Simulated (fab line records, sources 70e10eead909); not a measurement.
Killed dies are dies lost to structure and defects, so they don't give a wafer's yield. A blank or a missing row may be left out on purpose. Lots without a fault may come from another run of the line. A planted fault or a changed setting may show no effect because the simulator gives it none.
Which tool did it? | flow nand_harc | 12 lots, 36 wafers sampled, at 2 steps of a route of 1302

WHAT THE GAUGES READ, wafer by wafer
NHARC_A_SGD_CUT_INSPECT_25.
lot  | measured     | on                | raw_defect_count
L077 | day 20 08:32 | defect_inspect-02 | 382 313 365
L076 | day 20 08:37 | defect_inspect-02 | 393 457 428
L080 | day 21 04:26 | defect_inspect-02 | 332 461 424
L081 | day 22 11:47 | defect_inspect-01 | 378 348 471
L084 | day 23 15:45 | defect_inspect-01 | 540 419 505
L083 | day 24 01:06 | defect_inspect-01 | 424 421 358
L087 | day 25 01:08 | defect_inspect-02 | 258 258 302
L090 | day 25 19:58 | defect_inspect-01 | 518 358 362
L091 | day 25 22:59 | defect_inspect-01 | 320 314 274
L094 | day 27 14:26 | defect_inspect-01 | 438 466 342
L095 | day 28 03:55 | defect_inspect-01 | 467 491 520
L096 | day 28 16:49 | defect_inspect-02 | 294 299 294

WHICH TOOL RAN EACH LOT (tool, then ch and the chambers of the sampled wafers, then the start)
lot  | NHARC_A_SGD_CUT_ETCHBACK_24
L077 | rie_diel-06 ch 2,3, day 20 08:19
L076 | rie_diel-08 ch 2,3, day 20 08:22
L080 | rie_diel-06 ch 0,1,3, day 21 04:10
L081 | rie_diel-13 ch 0,1,3, day 22 11:35
L084 | rie_diel-13 ch 0,3, day 23 15:32
L083 | rie_diel-13 ch 0,3, day 24 00:52
L087 | rie_diel-06 ch 0,1,2, day 25 00:55
L090 | rie_diel-06 ch 1,2,3, day 25 19:43
L091 | rie_diel-13 ch 0,1,2, day 25 22:45
L094 | rie_diel-08 ch 0,1,3, day 27 14:11
L095 | rie_diel-06 ch 1,3, day 28 03:41
L096 | rie_diel-13 ch 2,3, day 28 16:35
- NHARC_A_SGD_CUT_ETCHBACK_24: etches the open film in CH3F/O2, target depth 50 nm, time 92.857 s.

THE ANSWER, worked out from the rows above alone
Rule: what is usual is taken from the lots themselves. Put in order of their means at a reading, lots are off if they are a third of the lots or fewer, leave a main group of 4 or more, and stand apart from it by a gap of 3 or more times the standard deviation of the main group's means; of several such gaps the widest counts. A main group whose means are all the same, to the digits that the tables above print for the reading, isn't used. A lot without any number at a reading at which 4 lots or more have one is off too. The other lots that the step has rows for count as sound.
No lot is off at any reading shown: from this, nothing can be told.

WHAT THE SIMULATOR HAD PUT IN
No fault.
